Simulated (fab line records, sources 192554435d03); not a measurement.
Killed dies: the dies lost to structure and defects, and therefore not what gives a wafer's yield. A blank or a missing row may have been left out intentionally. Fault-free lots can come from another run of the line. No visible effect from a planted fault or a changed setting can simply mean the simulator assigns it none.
A lot that was struck, set against a sound lot -- flow n5Finfet -- 37 out of 1938 route steps
Sound: wafers L192.1, L192.5, L192.6. Struck: wafers L186.1, L186.6. (L186.5 of the same lot was not struck and is left out.) The cause comes at the end.
Per side, at each step with rows, come the tool, then ch with its chambers, and then its first start. Under that, the readings that differ: sound wafers -- struck wafers -- difference of the means -- sigmas: that difference in standard deviations of wafers without a fault.
alike: a reading whose means differ by less than 2 such deviations, as well as words and numbers matching on both sides. not compared: withheld readings; readings where some wafer has no value; bounds like >300 that might hide an equal value; numbers whose values overlap and for which the record gives no deviation.
The two part at a step that has a row with sigmas, a row that says differs or no value, or rows on one side only. Numbers that have no deviation but don't overlap get no sigmas and don't part them. A reading missing from all wafers of one side parts the sides only when that side holds two or more wafers.

first, 8 steps without rows for these wafers: N5_BEOL_M5_ANNEAL_51 (time 90 s); N5_BEOL_M5_CMP_52 (polishes, stops on SiCOH lowk, t overpolish 6.9 s, target thk 62 nm); N5_BEOL_M5_PRE_CLEAN_77 (time 15 s); N5_BEOL_M5_CO_CAP_78 (material Co, precursor CCTBA/H2, target thk 2 nm, time 102.1 s); N5_BEOL_M5_PRE_CLEAN_55 (time 15 s); N5_BEOL_M5_DEP_56 (deposits SiCN from 3MS/NH3, target thk 8 nm, time 14 s); N5_BEOL_M6_ILD_DEP_00 (deposits SiCOH lowk from DEMS/porogen, target thk 179.75 nm, time 33.4 s); N5_BEOL_M6_CURE_74 (cures SiCOH lowk, time 240 s).
N5_BEOL_M6_PECVD_70: deposits SiO2 from TEOS/O2, target thk 20 nm, time 22.7 s.
  sound on pecvd-03 ch 1,2, day 14 20:41; struck on pecvd-01 ch 1,2, day 13 08:47
reading,sound,struck,difference,sigmas
model.SiO2_of_BEOL_M6_PECVD_70.thkNm (nm),20.2 20.2 20.4,31.2 31.4,+11.0,
  alike: heaterPowerW, showerheadPlenumPTorr, throttleValvePct
then, 25 steps without rows for these wafers: N5_BEOL_M6_HM_DEP_02 (deposits TiN, target thk 20 nm); N5_BEOL_M6_COAT_59 (time 60 s, resist thk 100 nm); N5_BEOL_M6_COAT_60 (time 60 s, resist thk 35 nm); N5_BEOL_M6_COAT_05 (resist thk 90 nm); N5_BEOL_M6_EBR_07; N5_BEOL_M6_SOFTBAKE_06 (time 60 s); N5_BEOL_M6_EXPOSE_08 (exposes mask M6); N5_BEOL_M6_PEB_09 (peb time 60 s); N5_BEOL_M6_DEVELOP_10 (develop time 30 s); N5_BEOL_M6_DESCUM_16 (chemistry O2, time 7.9 s); N5_BEOL_M6_ETCH_61 (etches SiARC in CF4, target depth 45.5 nm, time 75.8 s); N5_BEOL_M6_ETCH_62 (etches SOC in N2/H2, target depth 110 nm, overetch 22 nm, time 165 s); N5_BEOL_M6_STRIP_68 (strips in N2/H2); N5_BEOL_M6_STRIP_67 (strips in CF4); N5_BEOL_M6_HM_OPEN_17 (chemistry Cl2/BCl3, target TiN, target depth 20 nm, overetch 6 nm); N5_BEOL_M6_STRIP_19 (strips in O2); N5_BEOL_M6_COAT_63 (time 60 s, resist thk 60 nm); N5_BEOL_M6_COAT_64 (time 60 s, resist thk 12 nm); N5_BEOL_M6_COAT_71 (time 60 s, resist thk 5 nm); N5_BEOL_M6_COAT_22 (resist thk 30 nm); N5_BEOL_M6_EBR_24; N5_BEOL_M6_SOFTBAKE_23 (time 60 s); N5_BEOL_M6_EXPOSE_25 (exposes mask V5, target cd 40 nm); N5_BEOL_M6_PEB_26 (peb time 60 s); N5_BEOL_M6_DEVELOP_27 (develop time 30 s).
N5_BEOL_M6_HM_STRIP_39: strips TiN in peroxide tin strip, target depth 25 nm, time 158 s.
  sound on wetBench-02 ch 1,2,6, day 15 02:11; struck on wetBench-01 ch 4,5, day 13 13:08
reading,sound,struck,difference,sigmas
model.SiO2_of_BEOL_M6_PECVD_70.thkNm (nm),20.2 20 20.2,31 31.2,+11,
N5_BEOL_M6_CMP_52: polishes, stops on SiCOH lowk, t overpolish 6.9 s, target thk 80 nm.
  sound on cmp-03 ch 1,2, day 15 04:49; struck on cmp-02 ch 0,2, day 13 16:30
reading,sound,struck,difference,sigmas
barrierFieldEndpointS (s),29.3 29.1 28.7,42.3 41.6,+12.9,+15
overpolishRunS (s),6.899 6.892 6.906,4.270 4.996,-2.266,-99 or more
  alike: motorCurrentA
N5_PASSIVATION_PROBE_49:
  rows exist in the record for the sound wafers here (prober-02, day 18 20:28), none for the struck ones

## WHERE THEY PART
First at N5_BEOL_M6_CMP_52; last, within this record, at N5_PASSIVATION_PROBE_49.

WHY: the cause the simulator had injected
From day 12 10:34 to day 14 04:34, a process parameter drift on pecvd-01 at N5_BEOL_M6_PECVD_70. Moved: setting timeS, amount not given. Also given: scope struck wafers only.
